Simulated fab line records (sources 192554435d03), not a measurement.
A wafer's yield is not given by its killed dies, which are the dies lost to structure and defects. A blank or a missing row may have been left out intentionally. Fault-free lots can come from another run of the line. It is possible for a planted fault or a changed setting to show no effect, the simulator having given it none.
Chamber matching + flow n5Finfet + N5_FIN_CUT_DESCUM_13 on rieDiel-06 has 4 sister chambers
The step chemistry O2, time 7 s. 16 wafers are shown with their chamber, then 8 later ones without.

WAFERS, EACH WITH ITS CHAMBER
| wafer  | chamber | drypumpMotorCurrentA (A) | showerheadPlenumPTorr (Torr) | throttleValvePct (%) |
|--------|---------|--------------------------|------------------------------|----------------------|
| L074.1 | 3       | 5.06                     | 2.00                         | 20.36                |
| L074.2 | 2       | 5.96                     | 2.21                         | 20.07                |
| L074.3 | 1       | 5.99                     | 2.15                         | 20.41                |
| L076.1 | 1       | 5.98                     | 2.15                         | 20.41                |
| L076.5 | 3       | 5.07                     | 2.00                         | 20.38                |
| L076.6 | 0       | 5.46                     | 2.15                         | 20.06                |
| L079.3 | 0       | 5.49                     | 2.15                         | 20.08                |
| L079.4 | 2       | 5.92                     | 2.21                         | 20.10                |
| L079.6 | 2       | 5.96                     | 2.21                         | 20.08                |
| L081.1 | 3       | 5.06                     | 2.00                         | 20.38                |
| L081.3 | 0       | 5.46                     | 2.15                         | 20.05                |
| L081.6 | 3       | 5.08                     | 2.00                         | 20.39                |
| L086.1 | 3       | 5.06                     | 1.99                         | 20.40                |
| L086.4 | 1       | 5.97                     | 2.14                         | 20.08                |
| L086.5 | 2       | 5.94                     | 2.20                         | 20.08                |
| L095.2 | 3       | 5.06                     | 1.99                         | 20.43                |

SIGNATURES (averages over the wafers above)
| reading               | chamber 0 | chamber 1 | chamber 2 | chamber 3 | scatter within a chamber |
|-----------------------|-----------|-----------|-----------|-----------|--------------------------|
| drypumpMotorCurrentA  | 5.4700    | 5.9800    | 5.9450    | 5.0650    | 0.0137                   |
| showerheadPlenumPTorr | 2.1500    | 2.1467    | 2.2075    | 1.9967    | 0.00479                  |
| throttleValvePct      | 20.0633   | 20.3000   | 20.0825   | 20.3900   | 0.0798                   |
Rule: for each reading, subtract the chamber's mean from the wafer's reading, divide by that reading's scatter and square the result; add these up over the readings and take the root, which gives the wafer's distance from the chamber. The wafer belongs to the nearest chamber; if the next one is less than 2 further off, it can't be placed. How the scatter is found: for the shown wafers, subtract from each reading the mean of its chamber, square and add these, divide the total by (wafers less chambers), then take the root.

WAFERS MISSING THEIR CHAMBER
| wafer  | drypumpMotorCurrentA (A) | showerheadPlenumPTorr (Torr) | throttleValvePct (%) |
|--------|--------------------------|------------------------------|----------------------|
| L095.5 | 5.08                     | 1.99                         | 20.43                |
| L095.6 | 5.99                     | 2.14                         | 20.11                |
| L096.1 | 5.06                     | 1.99                         | 20.43                |
| L096.2 | 5.94                     | 2.20                         | 20.13                |
| L096.3 | 5.45                     | 2.14                         | 20.14                |
| L097.2 | 5.95                     | 2.20                         | 20.14                |
| L097.4 | 5.47                     | 2.14                         | 20.10                |
| L097.6 | 5.04                     | 1.99                         | 20.44                |

WHICH CHAMBER EACH ONE RAN IN
| wafer  | from the rows above | in truth |
|--------|---------------------|----------|
| L095.5 | 3                   | 3        |
| L095.6 | 1                   | 1        |
| L096.1 | 3                   | 3        |
| L096.2 | 2                   | 2        |
| L096.3 | 0                   | 0        |
| L097.2 | 2                   | 2        |
| L097.4 | 0                   | 0        |
| L097.6 | 3                   | 3        |
Correct placement for 8 of the 8. Number that these rows cannot place: 0. 0 placed wrongly.
